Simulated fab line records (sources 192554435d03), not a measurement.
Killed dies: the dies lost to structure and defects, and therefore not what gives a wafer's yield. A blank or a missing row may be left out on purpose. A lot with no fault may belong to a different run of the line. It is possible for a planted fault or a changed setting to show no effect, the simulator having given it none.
fab line records | flow n5_finfet
[record] lots = 7 wafers = 20 last_day = 17
route steps=1938 shown STI_FIN_REVEAL@184
lots that met no fault: taken from a fault-free run of the same line
start_h: start of the lot's first displayed wafer, in hours after the record's first day | wait_h: hours since the lot's step before | " the same as in the row above | L1.1+2: a single row standing in for several wafers | - either no value or no given start | * or withheld: withheld | < > ~ a bound
route shown NAME@n: names a module that has steps shown in the file, with the first one's number in the route | usual: average and standard deviation across the fault-free wafers | same: alike in all rows | chamber/n: place in a boat | sites: each site's reading | _std_site: standard deviation across them | _edge_site: outer sites' mean less inner sites' | radius_mm: for every site, how far away it sits from the centre of the wafer | mask NAME#n: copy n | behind: the most recent tool/chamber to have shaped the wafer | hold: why the lot went on hold/how many hours it stayed there/how the hold came to an end | device: the transistor (n, p or np) that didn't switch | end of line: the route-end tests of the same wafers | a step given without rows: its recipe and nothing more | killed: at the first sort, the dies lost to defects and structure; wafer yield is something else | map: per-die view of a wafer (x killed, . not killed, _ where there is no die)
set.NAME: the setting that was run; set.NAME@STEP: the one run at that earlier step | model.NAME: the simulator's own value behind a step, which no gauge read
certain route steps with their lots: each step a table, each wafer a row
services: when a tool's chamber went out of use (start_h, in hours from the record's first day, below 0 if earlier), for how many hours, and the reason
[[steps]]
[step N5_STI_FIN_REVEAL_ALD_14]
[recipe] material = Si3N4 target_thk_a = 30 temp_c = 400 ald_precursor_family = SiH2I2 ald_co_reactant = N2/H2-plasma pressure_torr = 2
[step N5_STI_FIN_REVEAL_FCVD_FILL_01]
[recipe] material = SiO2_flowable target_thk_a = 3120 temp_c = 100 pressure_torr = 0.8 rf_w = 2000 time_s = 512.2
[step N5_STI_FIN_REVEAL_DENSIFY_02]
[recipe] temp_c = 650 ambient = steam time_s = 1800 idle_temp_c = 400 densification_p_h2o_torr = 640
[step N5_STI_FIN_REVEAL_CMP_04]
[recipe] stop_on = Si3N4 t_overpolish_s = 4 down_force_psi = 2 platen_rpm = 54.18 post_cmp_clean = alkaline_brush pad_velocity_m_s = 1.078 target_thk_nm = 131.83
[usual] motor_current_A = 7.9/0.86 overpolish_run_s = 4.000/0.0094 slurry_flow_ml_min = 150.1/0.52 time_to_endpoint_s = 102/4.4
// columns lot.wafer tool chamber start_h wait_h motor_current_A overpolish_run_s slurry_flow_ml_min time_to_endpoint_s
L977.4 cmp-01 3 51.01 0.1 7.8 3.999 150.1 109
L977.5 " 1 " " 8.0 4.006 149.5 110
L977.6 " 2 " " 8.4 4.000 149.5 103
L979.2 cmp-03 0 64.57 0.0 8.2 4.013 151.0 101
L979.3 " 1 " " 9.4 3.993 151.5 103
L979.6 " 1 " " 9.6 3.991 151.0 107
L987.2 cmp-03 1 116.15 0.1 9.1 3.998 149.4 108
L987.1 " 2 " " 8.9 3.997 149.8 97
L987.6 " 0 " " 8.0 4.020 149.3 100
L989.4 cmp-04 3 124.18 0.1 6.4 3.986 150.2 103
L989.3 " 1 " " 7.6 4.004 149.1 99
L989.5 " 2 " " 7.7 4.021 150.1 107
L990.2 cmp-01 1 129.85 0.0 8.0 4.001 149.8 104
L990.1 " 3 " " 8.2 4.023 150.2 107
L990.6 " 2 " " 8.5 3.994 150.3 100
L994.3 cmp-01 2 152.49 0.2 8.2 4.017 150.0 97
L994.5 " 3 " " 7.8 4.003 150.0 104
L995.4 cmp-03 1 158.65 0.0 8.6 4.006 150.8 106
L995.2 " 3 " " 9.1 3.990 150.8 100
L995.5 " 1 " " 9.2 3.992 151.1 107
[step N5_STI_FIN_REVEAL_THK_MEAS_05]
[usual] thk_nm = 131.8/1.3
// columns lot.wafer tool chamber start_h wait_h thk_nm
L977.4 film_metro-01 - 51.23 - 135.1
L977.5 " - " " 134.5
L977.6 " - " " 132.4
L979.2 film_metro-01 - 64.86 - 131.9
L979.3 " - " " 133.0
L979.6 " - " " 133.5
L987.1 film_metro-01 - 116.37 - 131.1
L987.2 " - " " 132.9
L987.6 " - " " 132.1
L989.3 film_metro-02 - 124.73 - 132.6
L989.4 " - " " 132.0
L989.5 " - " " 133.4
L990.1 film_metro-02 - 130.14 - 132.3
L990.2 " - " " 131.9
L990.6 " - " " 130.2
L994.3 film_metro-01 - 152.68 - 131.7
L994.5 " - " " 133.2
L995.2 film_metro-02 - 158.94 - 131.5
L995.4 " - " " 133.1
L995.5 " - " " 132.4
[step N5_STI_FIN_REVEAL_DENSIFY_30]
[recipe] temp_c = * time_s = * ambient = N2 idle_temp_c = 600 ramp_up_c_per_s = 150 ramp_down_c_per_s = 60 cool_to_c = 600
[usual] lamp_power_pct = 11.54/0.051 lamp_zone_4_pct = 11.532/0.018 lamp_zone_6_pct = 11.452/0.019 wafer_temp_C_max = *
[same] time_s = *
// columns lot.wafer tool chamber start_h wait_h lamp_power_pct lamp_zone_4_pct lamp_zone_6_pct wafer_temp_C_max
L977.4 rtp_anneal-01 0 51.52 0.3 11.56 11.537 11.447 *
L977.5 " 0 " " 11.46 11.527 11.451 *
L977.6 " 0 " " 11.49 11.524 11.430 *
L979.2 rtp_anneal-02 0 64.92 0.1 11.52 11.534 11.453 *
L979.3 " 0 " " 11.57 11.526 11.475 *
L979.6 " 0 " " 11.58 11.541 11.463 *
L987.1 rtp_anneal-01 0 116.50 0.1 11.59 11.537 11.449 *
L987.2 " 0 " " 11.55 11.532 11.434 *
L987.6 " 0 " " 11.58 11.542 11.472 *
L989.3 rtp_anneal-02 0 124.82 0.1 11.44 11.560 11.445 *
L989.4 " 0 " " 11.52 11.547 11.430 *
L989.5 " 0 " " 11.47 11.582 11.439 *
L990.1 rtp_anneal-01 0 130.23 0.1 11.52 11.538 11.469 *
L990.2 " 0 " " 11.50 11.564 11.430 *
L990.6 " 0 " " 11.60 11.551 11.467 *
L994.3 rtp_anneal-02 0 152.76 0.1 11.56 11.527 11.469 *
L994.5 " 0 " " 11.52 11.525 11.451 *
L995.2 rtp_anneal-01 0 159.00 0.1 11.55 11.551 11.459 *
L995.4 " 0 " " 11.59 11.516 11.472 *
L995.5 " 0 " " 11.55 11.521 11.423 *
[step N5_STI_FIN_REVEAL_ETCHBACK_08]
[recipe] chemistry = C4F6/O2 target = SiO2 target_depth_a = 305 time_s = 10.167 ion_energy_ev = 250 pressure_mtorr = 30 source_w = 345 bias_w = 185 Ar_flow_sccm = 300 C4F6_flow_sccm = 10 O2_flow_sccm = 10
[usual] C4F6_flow_sccm = 10.00/0.033 bias_w = 185.0/0.51 drypump_motor_current_A = 5.7/0.33 oes_o_777_au = 0.77/0.062 oes_product_au = 0.76/0.056 rf_vpp_V = 662/13 showerhead_plenum_p_Torr = 2.84/0.098 throttle_valve_pct = 21.15/0.23
[same] time_s = 10.167
// columns lot.wafer tool chamber start_h wait_h C4F6_flow_sccm bias_w drypump_motor_current_A oes_o_777_au oes_product_au rf_hours_counter_h rf_vpp_V showerhead_plenum_p_Torr throttle_valve_pct
L977.4 rie_diel-06 2 51.70 0.2 10.01 185.2 6.3 0.72 0.73 207 651 2.72 21.47
L977.5 " 3 " " 9.98 184.3 5.2 0.76 0.76 - 655 2.73 20.80
L977.6 " 2 " " 9.97 185.1 6.3 0.72 0.72 - 653 2.72 21.45
L979.2 rie_diel-06 1 65.10 0.2 9.97 184.1 5.5 0.75 0.76 160 693 2.85 21.47
L979.3 " 0 " " 9.97 184.6 5.8 0.78 0.77 133 659 2.97 21.22
L979.6 " 2 " " 10.01 185.5 6.3 0.73 0.73 - 652 2.72 21.44
L987.1 rie_diel-06 0 116.82 0.3 9.95 185.5 5.8 0.76 0.75 153 659 2.96 21.25
L987.2 " 1 " " 9.99 184.4 5.4 0.75 0.75 179 693 2.84 21.50
L987.6 " 0 " " 9.98 185.4 5.8 0.76 0.75 - 660 2.96 21.27
L989.3 rie_diel-03 0 125.17 0.3 9.99 185.3 5.6 0.78 0.79 131 660 2.74 21.15
L989.4 " 3 " " 9.94 185.2 5.9 0.91 0.88 34 673 2.99 20.92
L989.5 " 0 " " 9.97 185.8 5.6 0.78 0.79 - 659 2.74 21.18
L990.1 rie_diel-02 0 130.44 0.2 10.00 185.1 5.6 0.70 0.70 200 667 2.82 21.02
L990.2 " 2 " " 10.03 185.4 5.4 0.74 0.73 206 666 2.82 21.09
L990.6 " 2 " " 10.01 184.2 5.4 0.75 0.74 - 669 2.82 21.09
L994.3 rie_diel-03 1 152.91 0.1 9.96 185.0 5.3 0.73 0.73 180 642 2.93 21.10
L994.5 " 2 " " 10.02 184.4 6.1 0.73 0.71 - 653 2.82 21.00
L995.2 rie_diel-06 0 159.18 0.2 10.03 184.7 5.8 0.75 0.74 169 659 2.95 21.29
L995.4 " 1 " " 10.02 185.8 5.4 0.73 0.74 196 693 2.84 21.52
L995.5 " 2 " " 10.03 184.7 6.3 0.71 0.70 - 653 2.71 21.51
[step N5_STI_FIN_REVEAL_STRIP_24]
[recipe] chemistry = N2/H2 time_s = 90 power_w = 100 temp_c = 40 pressure_mtorr = 100 rf_frequency_hz = 6e+07 bias_power_w = 3 n2_flow_sccm = 300 h2_flow_sccm = 300
[usual] drypump_motor_current_A = 5.7/0.33 oes_product_au = 0.77/0.059 rf_vpp_V = 45.2/0.79 showerhead_plenum_p_Torr = 3.38/0.12 throttle_valve_pct = 12.30/0.19
[same] time_s = 90
// columns lot.wafer tool chamber start_h wait_h drypump_motor_current_A oes_product_au rf_hours_counter_h rf_vpp_V showerhead_plenum_p_Torr throttle_valve_pct
L977.4 rie_diel-06 2 51.74 0.0 6.3 0.73 207 44.4 3.22 12.44
L977.5 " 3 " " 5.2 0.78 - 44.2 3.25 11.98
L977.6 " 2 " " 6.3 0.73 - 45.4 3.22 12.42
L979.2 rie_diel-06 1 65.14 0.0 5.4 0.77 160 44.7 3.38 12.48
L979.3 " 0 " " 5.8 0.77 133 46.3 3.54 12.27
L979.6 " 2 " " 6.3 0.73 - 44.9 3.22 12.46
L987.1 rie_diel-06 0 116.85 0.0 5.8 0.75 153 45.6 3.53 12.33
L987.2 " 1 " " 5.5 0.76 179 45.0 3.37 12.51
L987.6 " 0 " " 5.8 0.74 - 47.0 3.53 12.32
L989.3 rie_diel-03 0 125.20 0.0 5.6 0.79 131 45.3 3.28 12.40
L989.4 " 3 " " 5.9 0.89 34 44.4 3.58 12.05
L989.5 " 0 " " 5.6 0.80 - 45.4 3.28 12.38
L990.1 rie_diel-02 0 130.48 0.0 5.6 0.71 200 45.7 3.34 12.18
L990.2 " 2 " " 5.4 0.73 206 45.4 3.36 12.25
L990.6 " 2 " " 5.4 0.72 - 45.4 3.36 12.26
L994.3 rie_diel-03 1 152.95 0.0 5.3 0.71 180 45.0 3.49 12.28
L994.5 " 2 " " 6.1 0.71 - 45.2 3.34 12.30
L995.2 rie_diel-06 0 159.22 0.0 5.8 0.74 169 45.3 3.52 12.37
L995.4 " 1 " " 5.5 0.74 196 45.1 3.36 12.57
L995.5 " 2 " " 6.3 0.71 - 45.6 3.20 12.53
[step N5_STI_FIN_REVEAL_PRECLEAN_25]
[recipe] chemistry = SPM time_s = 90 temp_c = 120 mix = 4:1
[step N5_STI_FIN_REVEAL_PRECLEAN_26]
[recipe] chemistry = SC1 time_s = 45 temp_c = 46 mix = 1:2:100
[step N5_STI_FIN_REVEAL_PRECLEAN_29]
[recipe] chemistry = DHF time_s = 30 temp_c = 25 dilution = 300:1
[step N5_STI_FIN_REVEAL_SRD_12]
[recipe] time_s = 30 temp_c = 23 rinse_liquid = diw dry = ipa_marangoni
[step N5_STI_FIN_REVEAL_RECESS_09]
[recipe] chemistry = HF/NH3 target = SiO2 afs_cycles = 11 target_depth_a = 425 temp_c = 30 sublimation_temp_c = 180 sublimation_time_s = 60
[usual] drypump_motor_current_A = 5.42/0.22 sublimation_temp_c = 180.01/0.18
// columns lot.wafer tool chamber start_h wait_h drypump_motor_current_A sublimation_temp_c
L977.4 vapor_etch-02 0 52.48 0.6 5.51 179.95
L977.5 " 0 " " 5.50 179.96
L977.6 " 1 " " 5.29 180.22
L979.2 vapor_etch-01 0 65.35 0.0 5.18 179.81
L979.3 " 0 " " 5.15 179.83
L979.6 " 0 " " 5.16 179.83
L987.1 vapor_etch-02 0 117.07 0.0 5.50 179.78
L987.2 " 1 " " 5.33 180.02
L987.6 " 0 118.13 1.1 5.50 179.98
L989.3 vapor_etch-01 1 125.95 0.6 5.70 180.15
L989.4 " 0 " " 5.18 180.20
L989.5 " 0 " " 5.17 180.26
L990.1 vapor_etch-01 1 130.70 0.0 5.69 180.19
L990.2 " 0 " " 5.17 180.04
L990.6 " 0 131.76 1.1 5.14 180.05
L994.3 vapor_etch-01 0 153.69 0.6 5.17 179.76
L994.5 " 0 " " 5.18 179.77
L995.2 vapor_etch-01 0 159.43 0.0 5.16 180.32
L995.4 " 1 " " 5.70 180.19
L995.5 " 0 " " 5.17 180.30
[step N5_STI_FIN_REVEAL_STRIP_16]
[recipe] chemistry = H3PO4 material = SiNx temp_c = 165 target_depth_a = 238 overetch_fraction = 0.4964 dry = ipa_marangoni
[step N5_STI_FIN_REVEAL_PRECLEAN_17]
[recipe] chemistry = NF3:NH3 afs_cycles = 1 temp_c = 30 time_s = 20 sublimation_temp_c = 180 sublimation_time_s = 60 pressure_torr = 3 rf_power_w = 30
[step N5_STI_FIN_REVEAL_ETCH_34]
[recipe] chemistry = H2 mode = isotropic material = Si target = Si target_depth_a = 9.7 temp_c = 20 pressure_mtorr = 4.5 icp_w = 300 bias_w = 0 h2_flow_sccm = 7.5 he_flow_sccm = 142.5
[step N5_STI_FIN_REVEAL_OXIDATION_31]
[recipe] chemistry = O2_PLASMA_REMOTE temp_c = 150 time_s = 20 pressure_mtorr = 1000 source_power_w = 2000 o2_flow_sccm = 3000
[usual] drypump_motor_current_A = 5.8/0.52 heater_power_w = 151/3.9
[same] time_s = 20
// columns lot.wafer tool chamber start_h wait_h drypump_motor_current_A heater_power_w rf_hours_counter_h
L977.4 plasma_asher-01 0 54.13 0.1 6.4 146 -
L977.5 " 1 " " 6.0 155 -
L977.6 " 0 " " 6.5 147 -
L979.2 plasma_asher-02 1 67.56 0.0 5.2 152 34
L979.3 " 0 " " 5.2 152 -
L979.6 " 0 " " 5.3 155 -
L987.1 plasma_asher-01 0 119.24 0.0 6.4 146 97
L987.2 " 1 " " 6.0 151 97
L987.6 " 0 " " 6.4 148 -
L989.3 plasma_asher-01 0 127.59 0.1 6.4 149 -
L989.4 " 1 " " 6.0 152 -
L989.5 " 0 " " 6.4 144 -
L990.1 plasma_asher-02 1 132.85 0.0 5.2 157 46
L990.2 " 0 " " 5.2 153 46
L990.6 " 0 " " 5.2 153 -
L994.3 plasma_asher-02 1 155.34 0.1 5.2 154 -
L994.5 " 0 " " 5.3 152 -
L995.2 plasma_asher-01 0 161.64 0.1 6.5 148 108
L995.4 " 1 " " 6.0 151 -
L995.5 " 0 " " 6.4 145 -
[step N5_STI_FIN_REVEAL_PRECLEAN_32]
[recipe] chemistry = NF3:NH3 afs_cycles = 1 temp_c = 30 time_s = 20 sublimation_temp_c = 180 sublimation_time_s = 60 pressure_torr = 3 rf_power_w = 30
[step N5_STI_FIN_REVEAL_STRIP_35]
[recipe] chemistry = H3PO4 material = Si3N4 temp_c = 165 target_depth_a = 40 time_s = 39
[step N5_STI_FIN_REVEAL_SRD_21]
[recipe] dry = ipa_marangoni time_s = 30 temp_c = 23 rinse_liquid = diw
[step N5_STI_FIN_REVEAL_OXIDATION_33]
[recipe] chemistry = O2_PLASMA_REMOTE temp_c = 150 time_s = 20 pressure_mtorr = 1000 source_power_w = 2000 o2_flow_sccm = 3000
[step N5_STI_FIN_REVEAL_CLEAN_19]
[recipe] chemistry = O3/DIW temp_c = 25 time_s = 120 o3_ppm = 10
[step N5_STI_FIN_REVEAL_SRD_23]
[recipe] dry = ipa_marangoni time_s = 30 temp_c = 23 rinse_liquid = diw
[step N5_STI_FIN_REVEAL_CD_MEAS_22]
[recipe] target_cd_nm = 6.238 pitch_nm = 28 polarity = line
[usual] cd_nm = 6.30/0.27
// columns lot.wafer tool chamber start_h wait_h cd_nm
L977.4 cd_sem-01 - 54.63 0.0 6.62
L977.5 " - " " 6.38
L977.6 " - " " 5.94
L979.2 cd_sem-03 - 68.14 0.0 6.53
L979.3 " - " " 6.96
L979.6 " - " " 6.53
L987.1 cd_sem-01 - 119.76 0.0 5.77
L987.2 " - " " 6.01
L987.6 " - " " 6.13
L989.3 cd_sem-01 - 128.09 0.0 5.76
L989.4 " - " " 6.22
L989.5 " - " " 5.93
L990.1 cd_sem-03 - 133.37 0.0 6.08
L990.2 " - " " 6.05
L990.6 " - " " 5.77
L994.3 cd_sem-01 - 155.83 0.0 6.65
L994.5 " - " " 6.40
L995.2 cd_sem-03 - 162.16 0.0 6.26
L995.4 " - " " 6.28
L995.5 " - " " 6.39
[step N5_STI_FIN_REVEAL_FIN_H_MEAS_10]
[usual] trench_depth_nm = 52.0/0.58
// columns lot.wafer tool chamber start_h wait_h trench_depth_nm
L977.4 ocd-01 - 54.66 0.0 52.3
L977.5 " - " " 52.3
L977.6 " - " " 51.8
L979.2 ocd-02 - 68.17 0.0 52.1
L979.3 " - " " 52.2
L979.6 " - " " 52.0
L987.1 ocd-01 - 119.79 0.0 51.9
L987.2 " - " " 52.2
L987.6 " - " " 51.5
L989.3 ocd-01 - 128.12 0.0 51.6
L989.4 " - " " 50.7
L989.5 " - " " 52.9
L990.1 ocd-01 - 133.40 0.0 51.0
L990.2 " - " " 48.0
L990.6 " - " " 47.6
L994.3 ocd-02 - 155.86 0.0 48.0
L994.5 " - " " 46.3
L995.2 ocd-02 - 162.19 0.0 47.0
L995.4 " - " " 51.5
L995.5 " - " " 47.4
[step N5_STI_FIN_REVEAL_PRECLEAN_18]
[recipe] chemistry = SC2 time_s = 45 temp_c = 35 mix = 1:1:50
[[services]]
// columns tool chamber start_h hours kind
cmp-04 - 39.86 2.2 repair
rie_diel-02 - 58.78 1.6 repair
cmp-01 - 62.62 4.0 pm
cmp-01 - 66.62 - consumable_replace:conditioner
cmp-01 - 66.62 - consumable_replace:pad
cmp-03 - 67.46 6.0 pm
rie_diel-02 2 69.19 10.5 repair
cmp-03 - 79.05 1.3 repair
cmp-01 - 86.09 5.9 pm
vapor_etch-01 - 111.01 2.8 pm
rie_diel-06 3 119.33 22.6 repair
rie_diel-02 1 146.47 3.9 repair
plasma_asher-02 - 148.95 4.9 repair
[[key]]
[first_sign] step = N5_STI_FIN_REVEAL_FIN_H_MEAS_10 reading = trench_depth_nm direction = down sigmas = 7.9 usual = 52.0 struck = 47.4
effect none on later readings
met_at N5_STI_FIN_REVEAL_RECESS_09
struck_wafers L990.2,L990.6,L994.3,L994.5,L995.2,L995.5
rows_end L994.3,L994.5
tester_left_out L990,L995
onset_between 125.95 130.70
[fault] kind = process_parameter_drift tool = vapor_etch-01 chamber = 0 onset_h = 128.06 steps = N5_STI_FIN_REVEAL_RECESS_09 channel = target_depth_a offset = -49.452 shape = step acts_in = these_recipes_only stated = 425
// tester_left_out: of these lots the tester's yield and bins aren't shown, on N5 and GAA mostly nor the transistor test; their killed dies are dies lost to structure and defects alone, not to doping, threshold or leakage, so they don't give the yield
// rows_end: these wafers met a further fault down the route, and their rows from its step on are left out
